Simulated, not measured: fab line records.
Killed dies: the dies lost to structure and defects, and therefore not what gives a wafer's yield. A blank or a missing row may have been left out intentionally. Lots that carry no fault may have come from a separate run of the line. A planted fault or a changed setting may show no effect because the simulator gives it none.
A single fault, viewed from 2 desks || flow n5-finfet || what lay behind the numbers comes last; until then each desk has only its own

## TOOL OWNER'S DESK, epi-rpcvd-04
The tool's own readings at N5_PMOS_HMC_CHANNEL_EPI_EPI_20 (deposits SiGe30, target thk 59 nm): means of the sampled wafers that have a number, for each lot that ran on this tool. Any lot whose mean is over 4 standard deviations away from the usual mean is out of limits and marked OUT; that distance is given in the brackets.
Columns: A = chamber-pressure-Torr at N5_PMOS_HMC_CHANNEL_EPI_EPI_20, usual 20.00 Torr
{"lot": "L693", "first seen here": "day 1 20:47", "A": 19.99}
{"lot": "L694", "first seen here": "day 2 02:02", "A": 20.06}
{"lot": "L696", "first seen here": "day 2 13:06", "A": 20.00}
{"lot": "L701", "first seen here": "day 3 18:13", "A": 19.92}
{"lot": "L703", "first seen here": "day 4 06:44", "A": "12.72 (-99 or more) OUT"}
{"lot": "L707", "first seen here": "day 5 06:23", "A": "12.70 (-99 or more) OUT"}
This desk's finding: out of limits on L703, L707; first on L703, day 4 06:44 (chamber-pressure-Torr at N5_PMOS_HMC_CHANNEL_EPI_EPI_20). L693, L694, L696, L701: within limits.

## METROLOGY DESK
What the gauges read, lot by lot, whatever tool the lot ran on: means of the sampled wafers that have a number. Any lot whose mean is over 4 standard deviations away from the usual mean is out of limits and marked OUT; that distance is given in the brackets. 7 of its 17 readings are shown: the first one out of limits and those lying furthest out on some lot.
Columns: A = HMC_CMP_THK at N5_PMOS_HMC_CHANNEL_EPI_THK_MEAS_22, usual 54.1 nm; B = IOFF_P at N5_BEOL_M4_RC_MEAS_101, usual 0.201 nA/um; C = IOFF_P_85C at N5_BEOL_M4_RC_MEAS_101, usual 3.5 nA/um; D = ION_P at N5_BEOL_M4_RC_MEAS_101, usual 460 uA/um; E = SS_P at N5_BEOL_M4_RC_MEAS_101, usual 73.1 mV/dec; F = VT_P_LONG at N5_BEOL_M4_RC_MEAS_101, usual -276.5 mV; G = VT_P_LVT at N5_BEOL_M4_RC_MEAS_101, usual -99.6 mV
{"lot": "L693", "first seen here": "day 1 17:12", "A": 54.2, "B": 0.225, "C": 3.8, "D": 461, "E": 74.0, "F": -274.5, "G": -97.3}
{"lot": "L694", "first seen here": "day 1 21:25", "A": 54.3, "B": 0.193, "C": 3.4, "D": 457, "E": 72.5, "F": -272.4, "G": -99.2}
{"lot": "L696", "first seen here": "day 2 09:48", "A": 53.8, "B": 0.193, "C": 3.3, "D": 459, "E": 72.8, "F": -276.7, "G": -101.5}
{"lot": "L701", "first seen here": "day 3 14:58", "A": 53.6, "B": 0.202, "C": 3.6, "D": 457, "E": 73.6, "F": -278.6, "G": -98.9}
{"lot": "L703", "first seen here": "day 4 02:52", "A": "49.6 (-8.6) OUT", "B": 0.162, "C": 2.9, "D": "416 (-6.2) OUT", "E": 73.5, "F": "-290.2 (-4.6) OUT", "G": "-109.7 (-4.4) OUT"}
{"lot": "L707", "first seen here": "day 5 02:53", "A": "48.6 (-11) OUT", "B": "0.351 (+5.2) OUT", "C": "5.8 (+5.3) OUT", "D": "403 (-8.2) OUT", "E": "77.8 (+7.3) OUT", "F": "-289.0 (-4.2) OUT", "G": -105.0}
{"lot": "L711", "first seen here": "day 6 02:52", "A": 54.0, "B": 0.145, "C": 2.7, "D": 450, "E": 73.1, "F": -286.7, "G": -106.0}
{"lot": "L713", "first seen here": "day 6 15:25", "A": 54.3, "B": 0.247, "C": 4.2, "D": 465, "E": 73.7, "F": -276.2, "G": -99.2}
{"lot": "L714", "first seen here": "day 6 20:53", "A": 54.0, "B": 0.246, "C": 4.2, "D": 465, "E": 73.8, "F": -275.6, "G": -97.1}
This desk finds L703, L707 out of limits, with the earliest case on L703 at day 4 08:30 (HMC_CMP_THK at N5_PMOS_HMC_CHANNEL_EPI_THK_MEAS_22). L693, L694, L696, L701, L711, L713, L714: within limits.

## TAKEN TOGETHER
An alarm could have come from the tool owner's desk at day 4 06:44, on L703, L707.
The metrology desk could have raised an alarm at day 4 08:30, on L703, L707.
The lots listed all ran N5_PMOS_HMC_CHANNEL_EPI_EPI_20 on epi-rpcvd-04.

## WHAT HAD BEEN PUT IN BY THE SIMULATOR
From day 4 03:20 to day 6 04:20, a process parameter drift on epi-rpcvd-04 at N5_PMOS_HMC_CHANNEL_EPI_EPI_20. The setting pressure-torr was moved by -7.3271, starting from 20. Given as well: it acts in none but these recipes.
Shown lots that were struck: L703, L707.
Counting hours from when the fault started, the first reading out of limits came at 3 for the tool owner's desk and at 5 for the metrology desk.
